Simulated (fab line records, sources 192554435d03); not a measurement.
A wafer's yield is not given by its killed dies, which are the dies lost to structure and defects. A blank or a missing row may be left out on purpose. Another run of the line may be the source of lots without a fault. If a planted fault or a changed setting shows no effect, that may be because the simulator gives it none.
A lot that was struck, set against a sound lot -- flow n5 finfet -- 34 steps out of a route of 1938
Sound: these wafers, L802.2, L802.3, L802.5. Struck: wafers L786.3, L786.5 (left out: L786.2, a lot-mate that was not struck); the cause follows at the end.
Order at every step that has rows: each side's tool, ch and its chambers, its first start. Under that, the readings that differ: sound wafers -- struck wafers -- difference of the means -- sigmas: that difference in standard deviations of wafers without a fault.
alike: readings whose means differ by less than 2 such deviations, and words and numbers that are the same on both sides. not compared: withheld readings, readings that some wafer has no value for, bounds like >300 that may hide the same value, and numbers for which the record gives no deviation and whose values overlap.
Wherever a step has rows on one side only, a row that says differs or no value, or a row with sigmas, the two part there. Non-overlapping numbers with no deviation appear without sigmas and do not part them. Lack of a reading on every wafer of one side parts them only where that side has two or more wafers.

first, 10 steps without rows for these wafers: N5_BEOL_M8_TRENCH_ETCH_37 (etches SiCOH lowk in C4F6/O2, target depth 93.478 nm, time 31.2 s); N5_BEOL_M8_ETCH_41 (etches SiCN in CH3F/O2, target depth 31.9 nm, time 57.8 s); N5_BEOL_M8_STRIP_80 (strips in N2/H2, time 10 s); N5_BEOL_M8_HM_STRIP_39 (strips TiN in peroxide tin strip, target depth 25 nm, time 158 s); N5_BEOL_M8_SRD_40 (time 30 s); N5_BEOL_M8_PRECLEAN_42 (cleans in residue remover, time 60 s); N5_BEOL_M8_SRD_43 (time 30 s); N5_BEOL_M8_CURE_75 (cures SiCOH lowk, time 120 s); N5_BEOL_M8_DEGAS_44 (time 60 s); N5_BEOL_M8_PRE_CLEAN_45 (time 30 s).
N5_BEOL_M8_ALD_77: deposits TaN, target thk 2 nm, pulse time 2 s, purge time 3 s.
  sound on ald metal-01 ch 0,1,2, day 15 18:58; struck on ald metal-01 ch 1, day 11 22:44
reading,sound,struck,difference,sigmas
ald cycles,40 40 40,61 61,+21,
model.TaN_of_BEOL_M8_ALD_77.thk nm (nm),2 2 2,3 3,+1,
  alike: heater power w, precursor vessel carrier sccm
then, 5 steps without rows for these wafers: N5_BEOL_M8_SURFACE_TREAT_79; N5_BEOL_M8_CVD_78 (deposits Co from CCTBA/H2, target thk 2 nm, time 142.3 s); N5_BEOL_M8_SPUTTER_48 (material Cu, target thk 10 nm, time 1.667 s); N5_BEOL_M8_ECD_50 (material Cu, target thk 300 nm); N5_BEOL_M8_ANNEAL_51 (time 90 s).
N5_BEOL_M8_CMP_52: polishes, stops on SiCOH lowk, t overpolish 6.9 s, target thk 80 nm.
  sound on cmp-03 ch 0,1,2, day 15 20:19; struck on cmp-03 ch 0,1, day 11 23:51
reading,sound,struck,difference,sigmas
barrier field endpoint s (s),28.4 28.1 29.1,30.1 30.4,+1.7,+3
  alike: edge zone pressure frac, motor current A, retaining ring pressure frac
then, 16 steps without rows for these wafers: N5_BEOL_M8_PRE_CLEAN_55 (time 15 s); N5_BEOL_M8_DEP_56 (deposits SiCN from 3MS/NH3, target thk 10 nm, time 17.5 s); N5_BEOL_M9_ILD_DEP_00 (deposits SiCOH lowk from DEMS/porogen, target thk 308.51 nm, time 58 s); N5_BEOL_M9_CURE_71 (cures SiCOH lowk, time 240 s); N5_BEOL_M9_PECVD_70 (deposits SiO2 from TEOS/O2, target thk 20 nm, time 22.7 s); N5_BEOL_M9_HM_DEP_02 (deposits TiN, target thk 20 nm); N5_BEOL_M9_COAT_59 (time 60 s, resist thk 100 nm); N5_BEOL_M9_COAT_60 (time 60 s, resist thk 30 nm); N5_BEOL_M9_COAT_05 (resist thk 90 nm); N5_BEOL_M9_EBR_07; N5_BEOL_M9_SOFTBAKE_06 (time 60 s); N5_BEOL_M9_EXPOSE_08 (exposes mask M9); N5_BEOL_M9_PEB_09 (peb time 60 s); N5_BEOL_M9_DEVELOP_10 (develop time 30 s); N5_BEOL_M9_DESCUM_16 (chemistry O2, time 7.9 s); N5_BEOL_M9_ETCH_61 (etches SiARC in CF4, target depth 39 nm, time 65 s).
-- record jumps: 2 days separate the struck wafers' starts on either side; left off in module BEOL_M9, taken up again in module BEOL_M15, whose first shown step is the route's number 1830 --
N5_BEOL_M15_RC_MEAS_101:
  sound on prober-01 ch 0, day 18 13:30; struck on prober-02 ch 0, day 14 02:34
reading,sound,struck,difference,sigmas
SERP_M8 (ohm/um),13.8 13.7 13.9,16.5 14.9,+1.9,+4
SERP_M8_max_site (ohm/um),14.2 14.0 14.6,17.1 15.5,+2.0,+4
  alike: etest temp c, COMB_M10, COMB_M11, COMB_M11_max_site, COMB_M12, COMB_M12_max_site, COMB_M13, COMB_M14, COMB_M14_max_site, COMB_M15, COMB_M5, COMB_M5_max_site, COMB_M6, COMB_M7, COMB_M8, COMB_M9, SERP_M10, SERP_M11, SERP_M12, SERP_M13, SERP_M14, SERP_M5, SERP_M6, SERP_M7, SERP_M9

## WHERE THEY PART
At N5_BEOL_M8_CMP_52 first; at N5_BEOL_M15_RC_MEAS_101 last (within this record only).

WHY: the cause the simulator had injected
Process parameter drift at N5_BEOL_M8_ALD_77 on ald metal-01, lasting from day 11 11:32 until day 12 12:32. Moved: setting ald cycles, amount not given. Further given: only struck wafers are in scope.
